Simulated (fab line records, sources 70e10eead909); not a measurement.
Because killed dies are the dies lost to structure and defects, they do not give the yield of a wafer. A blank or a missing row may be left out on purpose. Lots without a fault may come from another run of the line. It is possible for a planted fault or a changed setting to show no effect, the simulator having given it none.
fab line records ; flow nand_harc
[record] lots = 7; wafers = 18; last_day = 24
route steps=1159 shown A_ONON_D1@430 END@1159
lots with no fault: from the same line, run without faults
start_h: hours from the record's opening day to when the first of the lot's shown wafers began ; wait_h: hours since the lot's step before ; " as in the row above ; L1.1+2: several wafers, shown together as one row ; - no value, or no start given ; * or withheld: withheld ; < > ~ a bound
route shown NAME@n: NAME is a module with steps in the file, n the number in the route of the first one ; usual: mean/standard deviation taken from wafers without a fault ; same: alike in all rows ; chamber/n: place in a boat ; sites: the reading at each site ; _std_site: their standard deviation ; _edge_site: mean of outer sites minus mean of inner sites ; radius_mm: how far each site lies from the wafer's centre ; mask NAME#n: copy n ; behind: the most recent tool/chamber to have shaped the wafer ; hold: reason for holding the lot/hours on hold/outcome of the hold ; device: the n, p or np transistor that did not switch ; end of line: at the end of the route, the tests of the same wafers ; for a step that has no rows: nothing shown but its recipe ; killed: the dies lost at the first sort to structure and to defects; this is not the yield of the wafer ; map: the dies of a wafer, with x for killed, . for not killed, _ for no die there
set.NAME: the run value of the setting; set.NAME@STEP: its run value at that earlier step ; model.NAME: the simulator's own value behind a step, which no gauge read
lots seen at some steps along the route; tables by step, rows by wafer
services: the hour from which a tool's chamber was out of use, counted from the record's first day as start_h (under 0 if before that day), plus the number of hours and why
[[steps]]
[step NHARC_A_ONON_D1_DEP_09]
[recipe] target_thk_a = 10000; n2_flow_sccm = 2750; n2o_flow_sccm = 2000; nh3_flow_sccm = 500; sih4_flow_sccm = 210; temp_c = 400
[step NHARC_A_ONON_D1_THK_MEAS_11]
[recipe] thk_meas_gauge = ellipsometry
[usual] thk_nm = 998/9.5
lot.wafer;tool;chamber;start_h;wait_h;thk_nm
L643.1;film_metro-01;-;185.57;-;983
L643.5;film_metro-01;-;185.57;-;983
L643.6;film_metro-01;-;185.57;-;985
L645.1;film_metro-02;-;191.05;-;983
L645.2;film_metro-02;-;191.05;-;984
L645.4;film_metro-02;-;191.05;-;985
L655.3;film_metro-02;-;257.35;-;1000
L655.5;film_metro-02;-;257.35;-;999
L655.6;film_metro-02;-;257.35;-;997
L652.3;film_metro-01;-;257.57;-;988
L652.6;film_metro-01;-;257.57;-;988
L656.1;film_metro-02;-;261.74;-;990
L656.2;film_metro-02;-;261.74;-;991
L657.2;film_metro-02;-;269.75;-;996
L657.6;film_metro-02;-;269.75;-;996
L660.1;film_metro-01;-;274.70;-;985
L660.2;film_metro-01;-;274.70;-;987
L660.4;film_metro-01;-;274.70;-;986
[step NHARC_A_ONON_D1_DEP_12]
[recipe] target_thk_a = 10000; n2_flow_sccm = 2750; n2o_flow_sccm = 2000; nh3_flow_sccm = 500; sih4_flow_sccm = 210; temp_c = 400
[step NHARC_A_ONON_D1_THK_MEAS_14]
[recipe] thk_meas_gauge = ellipsometry
[usual] thk_nm = 1001/9.3
lot.wafer;tool;chamber;start_h;wait_h;thk_nm
L643.1;film_metro-01;-;186.16;-;978
L643.5;film_metro-01;-;186.16;-;978
L643.6;film_metro-01;-;186.16;-;979
L645.1;film_metro-01;-;191.62;-;1002
L645.2;film_metro-01;-;191.62;-;1006
L645.4;film_metro-01;-;191.62;-;1004
L655.3;film_metro-02;-;257.92;-;1000
L655.5;film_metro-02;-;257.92;-;997
L655.6;film_metro-02;-;257.92;-;997
L652.3;film_metro-01;-;258.15;-;1005
L652.6;film_metro-01;-;258.15;-;1005
L656.1;film_metro-02;-;262.31;-;993
L656.2;film_metro-02;-;262.31;-;992
L657.2;film_metro-01;-;270.32;-;1008
L657.6;film_metro-01;-;270.32;-;1006
L660.1;film_metro-01;-;275.27;-;1006
L660.2;film_metro-01;-;275.27;-;1008
L660.4;film_metro-01;-;275.27;-;1009
[step NHARC_A_ONON_D1_ANNEAL_15]
[recipe] temp_c = 750; time_s = 3600
[step NHARC_A_ONON_D1_DEP_16]
[recipe] target_thk_a = 10000; n2_flow_sccm = 2750; n2o_flow_sccm = 2000; nh3_flow_sccm = 500; sih4_flow_sccm = 210; temp_c = 400
[step NHARC_A_ONON_D1_THK_MEAS_18]
[recipe] thk_meas_gauge = ellipsometry
[usual] thk_nm = 1002/12
lot.wafer;tool;chamber;start_h;wait_h;thk_nm
L643.1;film_metro-02;-;193.65;-;1007
L643.5;film_metro-02;-;193.65;-;1008
L643.6;film_metro-02;-;193.65;-;1008
L645.1;film_metro-02;-;198.68;-;1017
L645.2;film_metro-02;-;198.68;-;1017
L645.4;film_metro-02;-;198.68;-;1016
L655.3;film_metro-02;-;264.90;-;987
L655.5;film_metro-02;-;264.90;-;987
L655.6;film_metro-02;-;264.90;-;990
L652.3;film_metro-02;-;264.91;-;1008
L652.6;film_metro-02;-;264.91;-;1008
L656.1;film_metro-01;-;269.38;-;1004
L656.2;film_metro-01;-;269.38;-;1002
L657.2;film_metro-01;-;280.54;-;1015
L657.6;film_metro-01;-;280.54;-;1015
L660.1;film_metro-02;-;280.55;-;987
L660.2;film_metro-02;-;280.55;-;985
L660.4;film_metro-02;-;280.55;-;988
[step NHARC_A_ONON_D1_DEP_19]
[recipe] target_thk_a = 10000; n2_flow_sccm = 2750; n2o_flow_sccm = 2000; nh3_flow_sccm = 500; sih4_flow_sccm = 210; temp_c = 400
[step NHARC_A_ONON_D1_THK_MEAS_21]
[recipe] thk_meas_gauge = ellipsometry
[usual] thk_nm = 997/10
lot.wafer;tool;chamber;start_h;wait_h;thk_nm
L643.1;film_metro-01;-;194.22;-;997
L643.5;film_metro-01;-;194.22;-;996
L643.6;film_metro-01;-;194.22;-;1000
L645.1;film_metro-02;-;199.25;-;1007
L645.2;film_metro-02;-;199.25;-;1008
L645.4;film_metro-02;-;199.25;-;1007
L655.3;film_metro-01;-;265.46;-;1017
L655.5;film_metro-01;-;265.46;-;1016
L655.6;film_metro-01;-;265.46;-;1016
L652.3;film_metro-02;-;265.50;-;1014
L652.6;film_metro-02;-;265.50;-;1014
L656.1;film_metro-01;-;269.95;-;995
L656.2;film_metro-01;-;269.95;-;993
L657.2;film_metro-01;-;281.10;-;1005
L657.6;film_metro-01;-;281.10;-;1004
L660.1;film_metro-02;-;281.12;-;1003
L660.2;film_metro-02;-;281.12;-;1003
L660.4;film_metro-02;-;281.12;-;1003
[step NHARC_A_ONON_D1_DEP_22]
[recipe] target_thk_a = 10000; n2_flow_sccm = 2750; n2o_flow_sccm = 2000; nh3_flow_sccm = 500; sih4_flow_sccm = 210; temp_c = 400
[step NHARC_A_ONON_D1_THK_MEAS_24]
[recipe] thk_meas_gauge = ellipsometry
[usual] thk_nm = 997/8.6
lot.wafer;tool;chamber;start_h;wait_h;thk_nm
L643.1;film_metro-02;-;194.81;-;998
L643.5;film_metro-02;-;194.81;-;1000
L643.6;film_metro-02;-;194.81;-;1002
L645.1;film_metro-02;-;199.82;-;999
L645.2;film_metro-02;-;199.82;-;1000
L645.4;film_metro-02;-;199.82;-;1000
L655.3;film_metro-01;-;266.02;-;998
L655.5;film_metro-01;-;266.02;-;999
L655.6;film_metro-01;-;266.02;-;997
L652.3;film_metro-02;-;266.06;-;999
L652.6;film_metro-02;-;266.06;-;997
L656.1;film_metro-01;-;270.53;-;981
L656.2;film_metro-01;-;270.53;-;979
L657.2;film_metro-02;-;281.66;-;996
L657.6;film_metro-02;-;281.66;-;997
L660.1;film_metro-01;-;281.69;-;1014
L660.2;film_metro-01;-;281.69;-;1015
L660.4;film_metro-01;-;281.69;-;1014
[step NHARC_A_ONON_D1_DEP_25]
[recipe] target_thk_a = 10000; n2_flow_sccm = 2750; n2o_flow_sccm = 2000; nh3_flow_sccm = 500; sih4_flow_sccm = 210; temp_c = 400
lot.wafer;tool;chamber;start_h;wait_h
L643.1+5+6;pecvd_onon-03;0;194.87;0.1
L645.1+2+4;pecvd_onon-04;0;199.88;0.1
L655.3+5+6;pecvd_onon-02;0;266.20;0.2
L652.3+6;pecvd_onon-04;0;266.24;0.2
L656.1+2;pecvd_onon-04;0;270.58;0.1
L660.1+2+4;pecvd_onon-02;0;281.74;0.1
L657.2+6;pecvd_onon-04;0;281.78;0.1
[step NHARC_A_ONON_D1_THK_MEAS_27]
[recipe] thk_meas_gauge = ellipsometry
[usual] thk_nm = 1002/9.3
lot.wafer;tool;chamber;start_h;wait_h;thk_nm
L643.1;film_metro-02;-;195.39;-;996
L643.5;film_metro-02;-;195.39;-;995
L643.6;film_metro-02;-;195.39;-;996
L645.1;film_metro-01;-;200.38;-;995
L645.2;film_metro-01;-;200.38;-;995
L645.4;film_metro-01;-;200.38;-;998
L655.3;film_metro-01;-;266.59;-;998
L655.5;film_metro-01;-;266.59;-;996
L655.6;film_metro-01;-;266.59;-;999
L652.3;film_metro-01;-;266.65;-;1391
L652.6;film_metro-01;-;266.65;-;1000
L656.1;film_metro-01;-;271.10;-;1008
L656.2;film_metro-01;-;271.10;-;1397
L657.2;film_metro-01;-;282.23;-;1394
L657.6;film_metro-01;-;282.23;-;1002
L660.1;film_metro-02;-;282.26;-;1000
L660.2;film_metro-02;-;282.26;-;1001
L660.4;film_metro-02;-;282.26;-;1000
[step NHARC_A_ONON_D1_DEP_28]
[recipe] target_thk_a = 10000; n2_flow_sccm = 2750; n2o_flow_sccm = 2000; nh3_flow_sccm = 500; sih4_flow_sccm = 210; temp_c = 400
[step NHARC_END_SORT_01]
[recipe] temp_c = 25
[usual] killed_at_array = 28/11; killed_at_other = 0.5/0.85; killed_at_periphery = 2.7/1.9; killed_dies = 32/12; killed_open = 3.3/1.6; killed_short = 2.1/1.5
[same] gross_dies = 677
lot.wafer;tool;chamber;start_h;wait_h;killed_at_array;killed_at_other;killed_at_periphery;killed_dies;killed_open;killed_short
L652.3;prober-01;0;550.01;3.1;671;2;4;677;5;3
L656.2;prober-02;0;556.91;2.8;673;1;3;677;2;0
L657.2;prober-02;0;564.74;2.8;677;0;0;677;5;2
// killed by level:class
L652.3 A_ONON_D1:area_dep=628 A_CHANNEL_HOLE_D1:chamber_film_flake=19 A_SLIT:chamber_film_flake=14 A_CONTACT:chamber_film_flake=3 P_ZERO_WELL:chamber_film_flake=2 P_CONTACT:geometric_particle:open=1 A_ONON_D1:geometric_particle:open=1 A_ONON_D1:geometric_particle:short=1
L656.2 A_ONON_D1:area_dep=642 A_SLIT:chamber_film_flake=12 A_CHANNEL_HOLE_D1:chamber_film_flake=10 A_CONTACT:chamber_film_flake=8 P_CONTACT:geometric_particle:open=1 P_M0:geometric_particle:open=1 P_GATE:chamber_film_flake=1 A_STAIRCASE:chamber_film_flake=1
L657.2 A_ONON_D1:area_dep=651 A_CHANNEL_HOLE_D1:chamber_film_flake=9 A_STAIRCASE:chamber_film_flake=4 A_CONTACT:chamber_film_flake=3 A_BLC:geometric_particle:open=2 A_CHANNEL_FILL_D1:chamber_film_flake=2 A_ONON_D1:geometric_particle:open=1 A_CHANNEL_FILL_D1:geometric_particle:open=1
// map L652.3 (x killed, . not)
____________x____________
_________xxxxxxx_________
_______xxxxxxxxxxx_______
______xxxxxxxxxxxxx______
_____xxxxxxxxxxxxxxx_____
____xxxxxxxxxxxxxxxxx____
____xxxxxxxxxxxxxxxxx____
___xxxxxxxxxxxxxxxxxxx___
___xxxxxxxxxxxxxxxxxxx___
__xxxxxxxxxxxxxxxxxxxxx__
__xxxxxxxxxxxxxxxxxxxxx__
_xxxxxxxxxxxxxxxxxxxxxxx_
_xxxxxxxxxxxxxxxxxxxxxxx_
_xxxxxxxxxxxxxxxxxxxxxxx_
_xxxxxxxxxxxxxxxxxxxxxxx_
_xxxxxxxxxxxxxxxxxxxxxxx_
xxxxxxxxxxxxxxxxxxxxxxxxx
xxxxxxxxxxxxxxxxxxxxxxxxx
xxxxxxxxxxxxxxxxxxxxxxxxx
xxxxxxxxxxxxxxxxxxxxxxxxx
xxxxxxxxxxxxxxxxxxxxxxxxx
_xxxxxxxxxxxxxxxxxxxxxxx_
_xxxxxxxxxxxxxxxxxxxxxxx_
_xxxxxxxxxxxxxxxxxxxxxxx_
_xxxxxxxxxxxxxxxxxxxxxxx_
_xxxxxxxxxxxxxxxxxxxxxxx_
__xxxxxxxxxxxxxxxxxxxxx__
__xxxxxxxxxxxxxxxxxxxxx__
___xxxxxxxxxxxxxxxxxxx___
___xxxxxxxxxxxxxxxxxxx___
____xxxxxxxxxxxxxxxxx____
____xxxxxxxxxxxxxxxxx____
_____xxxxxxxxxxxxxxx_____
______xxxxxxxxxxxxx______
_______xxxxxxxxxxx_______
_________xxxxxxx_________
____________x____________
// map L656.2 (x killed, . not)
____________x____________
_________xxxxxxx_________
_______xxxxxxxxxxx_______
______xxxxxxxxxxxxx______
_____xxxxxxxxxxxxxxx_____
____xxxxxxxxxxxxxxxxx____
____xxxxxxxxxxxxxxxxx____
___xxxxxxxxxxxxxxxxxxx___
___xxxxxxxxxxxxxxxxxxx___
__xxxxxxxxxxxxxxxxxxxxx__
__xxxxxxxxxxxxxxxxxxxxx__
_xxxxxxxxxxxxxxxxxxxxxxx_
_xxxxxxxxxxxxxxxxxxxxxxx_
_xxxxxxxxxxxxxxxxxxxxxxx_
_xxxxxxxxxxxxxxxxxxxxxxx_
_xxxxxxxxxxxxxxxxxxxxxxx_
xxxxxxxxxxxxxxxxxxxxxxxxx
xxxxxxxxxxxxxxxxxxxxxxxxx
xxxxxxxxxxxxxxxxxxxxxxxxx
xxxxxxxxxxxxxxxxxxxxxxxxx
xxxxxxxxxxxxxxxxxxxxxxxxx
_xxxxxxxxxxxxxxxxxxxxxxx_
_xxxxxxxxxxxxxxxxxxxxxxx_
_xxxxxxxxxxxxxxxxxxxxxxx_
_xxxxxxxxxxxxxxxxxxxxxxx_
_xxxxxxxxxxxxxxxxxxxxxxx_
__xxxxxxxxxxxxxxxxxxxxx__
__xxxxxxxxxxxxxxxxxxxxx__
___xxxxxxxxxxxxxxxxxxx___
___xxxxxxxxxxxxxxxxxxx___
____xxxxxxxxxxxxxxxxx____
____xxxxxxxxxxxxxxxxx____
_____xxxxxxxxxxxxxxx_____
______xxxxxxxxxxxxx______
_______xxxxxxxxxxx_______
_________xxxxxxx_________
____________x____________
[[services]]
tool;chamber;start_h;hours;kind
pecvd_onon-04;-;237.00;13.0;pm
[[key]]
[first_sign] step = NHARC_A_ONON_D1_THK_MEAS_27; reading = thk_nm; direction = up; sigmas = 42; usual = 1002; struck = 1394
[effect] step = NHARC_END_SORT_01; reading = killed_at_array; direction = up; sigmas = 57; usual = 28; struck = 674
[more_kills_born_at] NHARC_A_ONON_D1_DEP_25@pecvd_onon-04 = 1921
met_at NHARC_A_ONON_D1_DEP_25
struck_wafers L652.3,L656.2,L657.2
later_rows_left_out L652.3,L656.2,L657.2
tester_left_out L652,L656,L657
onset_between 199.88 266.24
[fault] kind = process_parameter_drift; tool = pecvd_onon-04; chamber = -; onset_h = 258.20; steps = NHARC_A_ONON_D1_DEP_25; channel = target_thk_a; offset = *; shape = step; end_h = 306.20; scope = struck_wafers_only; acts_in = *; stated = *
// tester_left_out: of these lots the tester's yield and bins aren't shown, on N5 and GAA mostly nor the transistor test; their killed dies are dies lost to structure and defects alone, not to doping, threshold or leakage, so they don't give the yield
// later_rows_left_out: the simulator's readings of these wafers behind a module that went badly wrong aren't trusted and aren't shown, but for the sort
